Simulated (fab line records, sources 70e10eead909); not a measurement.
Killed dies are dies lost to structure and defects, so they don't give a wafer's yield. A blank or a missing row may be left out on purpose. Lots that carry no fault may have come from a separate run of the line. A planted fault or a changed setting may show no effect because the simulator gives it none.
fab line records | flow nand-harc
record: lots: 6 | wafers: 18 | last-day: 33
route steps=1302 shown A_ONON_D1@447 A_CHANNEL_HOLE_D1@450
lots that met no fault: from a run of the same line without faults
start-h: the number of hours between the record's first day and the start of the first shown wafer of the lot | wait-h: hours from the lot's prior step to this one | " identical to the entry in the row above | L1.1+2: a row that stands for several wafers | - no value present, or no start provided | * or withheld: withheld | < > ~ a bound
route shown NAME@n: a module of which the file shows steps, and the number in the route of the first | usual: mean/standard deviation taken from wafers without a fault | same: alike in all rows | chamber/n: place in a boat | sites: each site's reading | _std_site: how widely they spread, as a standard deviation | _edge_site: outer sites' mean less inner sites' | radius-mm: how far each site lies from the wafer's centre | mask NAME#n: copy n | behind: the last tool/chamber to shape the wafer | hold: what put the lot on hold/how long, in hours/how the hold closed | device: which transistor (n, p or np) failed to switch | end of line: the route-end tests of the same wafers | where a step has no rows: the recipe by itself | killed: not the wafer's yield, but the dies lost to structure and defects at the first sort | map: dies across one wafer; x = killed, . = not, _ = none there
set.NAME: the setting that was run; set.NAME@STEP: the one run at that earlier step | model.NAME: the simulator's own value behind a step, which no gauge read
a table for each step, a row for each wafer; lots at some steps of the route
services: from which hour (start-h, from the record's first day; less than 0 if before it) a tool's chamber was out of use, for how many hours, and why
== steps ==
step: NHARC_A_ONON_D1_THK_MEAS_34
recipe: thk-meas-gauge: ellipsometry
usual: thk-nm: 200/3.1
lot.wafer | tool          | chamber | start-h | wait-h | thk-nm
L684.1    | film-metro-02 | -       | 211.24  | -      | 198
L684.4    | "             | -       | "       | "      | 204
L684.5    | "             | -       | "       | "      | 204
L688.3    | film-metro-02 | -       | 251.30  | -      | 195
L688.5    | "             | -       | "       | "      | 198
L688.6    | "             | -       | "       | "      | 197
L696.2    | film-metro-02 | -       | 331.11  | -      | 195
L696.4    | "             | -       | "       | "      | 201
L696.5    | "             | -       | "       | "      | 197
L697.1    | film-metro-02 | -       | 339.49  | -      | 199
L697.3    | "             | -       | "       | "      | 199
L697.5    | "             | -       | "       | "      | 203
L702.2    | film-metro-02 | -       | 390.79  | -      | 196
L702.4    | "             | -       | "       | "      | 203
L702.6    | "             | -       | "       | "      | 201
L703.2    | film-metro-01 | -       | 400.10  | -      | 197
L703.4    | "             | -       | "       | "      | 199
L703.5    | "             | -       | "       | "      | 200
step: NHARC_A_ONON_D1_INSPECT_32
usual: raw-defect-count: 75/31
lot.wafer | tool              | chamber | start-h | wait-h | raw-defect-count
L684.1    | defect-inspect-02 | -       | 211.32  | 0.0    | 121
L684.4    | "                 | -       | "       | "      | 104
L684.5    | "                 | -       | "       | "      | 97
L688.3    | defect-inspect-01 | -       | 251.36  | 0.0    | 66
L688.5    | "                 | -       | "       | "      | 101
L688.6    | "                 | -       | "       | "      | 75
L696.2    | defect-inspect-02 | -       | 331.17  | 0.0    | 48
L696.4    | "                 | -       | "       | "      | 98
L696.5    | "                 | -       | "       | "      | 46
L697.1    | defect-inspect-02 | -       | 339.57  | 0.0    | 60
L697.3    | "                 | -       | "       | "      | 72
L697.5    | "                 | -       | "       | "      | 77
L702.2    | defect-inspect-02 | -       | 390.85  | 0.0    | 85
L702.4    | "                 | -       | "       | "      | 71
L702.6    | "                 | -       | "       | "      | 81
L703.2    | defect-inspect-01 | -       | 400.18  | 0.0    | 45
L703.4    | "                 | -       | "       | "      | 70
L703.5    | "                 | -       | "       | "      | 79
step: NHARC_A_CHANNEL_HOLE_D1_DEP_00
recipe: target-thk-a: 31000 | temp-c: 400 | material: aC
usual: susceptor-temp-C: 399.93/0.24 | throttle-valve-pct: 35.000/0.0085
lot.wafer | tool       | chamber | start-h | wait-h | susceptor-temp-C | throttle-valve-pct
L684.1    | acl-dep-01 | 0       | 211.39  | 0.1    | -                | 35.012
L684.4    | "          | 0       | "       | "      | -                | 35.000
L684.5    | "          | 0       | "       | "      | -                | 35.013
L688.3    | acl-dep-03 | 0       | 255.06  | 3.7    | 399.85           | 34.990
L688.5    | "          | 0       | "       | "      | 399.70           | 35.000
L688.6    | "          | 0       | "       | "      | 399.90           | 34.997
L696.2    | acl-dep-01 | 0       | 331.80  | 0.6    | -                | 34.997
L696.4    | "          | 0       | "       | "      | -                | 34.991
L696.5    | "          | 0       | "       | "      | -                | 34.990
L697.1    | acl-dep-03 | 0       | 342.42  | 2.8    | -                | 34.996
L697.3    | "          | 0       | "       | "      | -                | 35.003
L697.5    | "          | 0       | "       | "      | -                | 34.990
L702.2    | acl-dep-01 | 0       | 391.31  | 0.5    | 400.04           | 35.004
L702.4    | "          | 0       | "       | "      | 399.58           | 34.995
L702.6    | "          | 0       | "       | "      | 399.62           | 34.986
L703.2    | acl-dep-03 | 0       | 400.56  | 0.4    | -                | 35.004
L703.4    | "          | 0       | "       | "      | -                | 35.008
L703.5    | "          | 0       | "       | "      | -                | 35.004
step: NHARC_A_CHANNEL_HOLE_D1_DEP_01
recipe: target-thk-a: 1400 | target-thk-nm: 140 | temp-c: 400 | pressure-torr: 3.5 | flow-sccm: 200 | rf-w: 350 | material: SiON
usual: heater-power-w: 768/95 | susceptor-temp-C: 400.02/0.2
lot.wafer | tool     | chamber | start-h | wait-h | heater-power-w | susceptor-temp-C
L684.1    | pecvd-02 | 2       | 213.36  | 1.7    | 741            | 400.11
L684.5    | "        | 0       | "       | "      | 764            | 400.05
L684.4    | "        | 2       | "       | "      | 729            | 399.89
L688.3    | pecvd-01 | 2       | 256.41  | 1.0    | 686            | 400.17
L688.5    | "        | 1       | "       | "      | 780            | 400.09
L688.6    | "        | 2       | "       | "      | 691            | 399.98
L696.2    | pecvd-01 | 1       | 333.45  | 1.3    | 706            | 400.32
L696.4    | "        | 0       | "       | "      | 890            | 400.13
L696.5    | "        | 1       | "       | "      | 696            | 400.01
L697.3    | pecvd-01 | 1       | 344.31  | 1.0    | 777            | 400.23
L697.1    | "        | 0       | "       | "      | 957            | 400.09
L697.5    | "        | 0       | "       | "      | 989            | 400.07
L702.2    | pecvd-02 | 2       | 392.92  | 1.3    | 769            | 399.82
L702.4    | "        | 2       | "       | "      | 792            | 400.20
L702.6    | "        | 1       | "       | "      | 796            | 400.16
L703.2    | pecvd-01 | 2       | 402.15  | 1.3    | 718            | 400.06
L703.4    | "        | 0       | "       | "      | 1068           | 399.74
L703.5    | "        | 1       | "       | "      | 691            | 400.01
step: NHARC_A_CHANNEL_HOLE_D1_DEHYDRATE_02
recipe: temp-c: 150 | time-s: 120
step: NHARC_A_CHANNEL_HOLE_D1_HMDS_03
recipe: time-s: 30
step: NHARC_A_CHANNEL_HOLE_D1_COAT_36
recipe: temp-c: 260 | time-s: 75
step: NHARC_A_CHANNEL_HOLE_D1_COAT_37
recipe: temp-c: 225 | time-s: 65
step: NHARC_A_CHANNEL_HOLE_D1_COAT_04
recipe: spin-rpm: 1500 | resist-thk-nm: 90
step: NHARC_A_CHANNEL_HOLE_D1_SOFTBAKE_05
recipe: temp-c: 105 | time-s: 55
step: NHARC_A_CHANNEL_HOLE_D1_EBR_06
step: NHARC_A_CHANNEL_HOLE_D1_EXPOSE_07
recipe: na: 1.35 | target-cd-nm: 100 | sigma-outer: 0.3 | dose-mj: 59.65 | mask-id: HOLE_D1
usual: exposure-dose-mJ-cm2: 59.66/0.055 | focus-offset-nm: -0.1/0.49
lot.wafer | tool            | chamber | start-h | wait-h | mask      | exposure-dose-mJ-cm2 | focus-offset-nm
L684.1    | arfi-scanner-01 | 0       | 213.76  | -      | HOLE_D1#0 | 59.59                | -0.4
L684.4    | "               | 0       | "       | "      | HOLE_D1#0 | 59.66                | -0.2
L684.5    | "               | 0       | "       | "      | HOLE_D1#0 | 59.68                | -0.3
L688.3    | arfi-scanner-01 | 0       | 256.82  | -      | HOLE_D1#0 | 59.62                | -0.9
L688.5    | "               | 0       | "       | "      | HOLE_D1#0 | 59.67                | -0.2
L688.6    | "               | 0       | "       | "      | HOLE_D1#0 | 59.56                | -1.0
L696.2    | arfi-scanner-01 | -       | 334.01  | -      | HOLE_D1#0 | -                    | -
L696.4    | "               | -       | "       | "      | HOLE_D1#0 | -                    | -
L696.5    | "               | -       | "       | "      | HOLE_D1#0 | -                    | -
L697.1    | arfi-scanner-02 | -       | 344.90  | -      | HOLE_D1#0 | -                    | -
L697.3    | "               | -       | "       | "      | HOLE_D1#0 | -                    | -
L697.5    | "               | -       | "       | "      | HOLE_D1#0 | -                    | -
L702.2    | arfi-scanner-01 | 0       | 393.50  | -      | HOLE_D1#0 | 59.57                | 0.2
L702.4    | "               | 0       | "       | "      | HOLE_D1#0 | 59.67                | -0.6
L702.6    | "               | 0       | "       | "      | HOLE_D1#0 | 59.65                | 0.2
L703.2    | arfi-scanner-01 | 0       | 402.61  | -      | HOLE_D1#0 | 59.72                | -0.4
L703.4    | "               | 0       | "       | "      | HOLE_D1#0 | 59.71                | -0.3
L703.5    | "               | 0       | "       | "      | HOLE_D1#0 | 59.68                | -0.5
step: NHARC_A_CHANNEL_HOLE_D1_PEB_08
recipe: peb-temp-c: 100 | peb-time-s: 65
== services ==
tool            | chamber | start-h | hours | kind
arfi-scanner-02 | -       | 191.25  | 2.6   | repair
arfi-scanner-02 | -       | 203.09  | 1.8   | repair
arfi-scanner-02 | -       | 206.74  | 3.2   | repair
pecvd-02        | -       | 227.00  | 13.0  | pm
arfi-scanner-01 | -       | 230.33  | 0.2   | repair
arfi-scanner-01 | -       | 252.00  | 4.0   | pm
pecvd-02        | 0       | 254.89  | 4.5   | repair
pecvd-01        | -       | 271.93  | 0.9   | repair
arfi-scanner-02 | -       | 284.27  | 6.7   | repair
acl-dep-03      | -       | 284.45  | 0.8   | repair
acl-dep-03      | -       | 301.13  | 13.0  | pm
pecvd-01        | -       | 311.80  | 13.0  | pm
pecvd-01        | 0       | 311.80  | 13.0  | vent-cycle
pecvd-01        | 1       | 311.80  | 13.0  | vent-cycle
pecvd-01        | 2       | 311.80  | 13.0  | vent-cycle
arfi-scanner-02 | -       | 312.02  | 4.0   | pm
pecvd-02        | -       | 317.91  | 0.6   | repair
pecvd-01        | 0       | 324.80  | -     | clean
pecvd-01        | -       | 345.92  | 1.0   | repair
pecvd-01        | 0       | 356.26  | 18.2  | repair
pecvd-01        | 2       | 360.09  | 3.5   | repair
acl-dep-01      | -       | 368.60  | 13.0  | pm
arfi-scanner-02 | -       | 377.20  | 0.7   | repair
arfi-scanner-01 | -       | 378.06  | 0.2   | repair
== key ==
first-sign: step: NHARC_A_CHANNEL_HOLE_D1_EXPOSE_07 | reading: tool-record | direction: missing
effect none on later readings
met-at NHARC_A_CHANNEL_HOLE_D1_EXPOSE_07
struck-wafers L696.2,L696.4,L696.5,L697.1,L697.3,L697.5
later-rows-left-out L696.2,L696.4,L696.5,L697.1,L697.3,L697.5
sort-left-out L696.2,L696.4,L696.5,L697.1,L697.3,L697.5
tester-left-out L696,L697
onset-between 256.82 334.01
fault: kind: skipped-step-whole | tool: arfi-scanner-01,arfi-scanner-02 | chamber: - | onset-h: 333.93 | steps: NHARC_A_CHANNEL_HOLE_D1_EXPOSE_07 | scope: struck-lots-only
tester-left-out: of these lots the tester's yield and bins aren't shown, on N5 and GAA mostly nor the transistor test; their killed dies are dies lost to structure and defects alone, not to doping, threshold or leakage, so they don't give the yield
sort-left-out: the simulated sort isn't trusted on such a fault, so these wafers' sort isn't shown, and their yield isn't known
later-rows-left-out: the simulator's readings of these wafers behind a module that went badly wrong aren't trusted and aren't shown, but for the sort
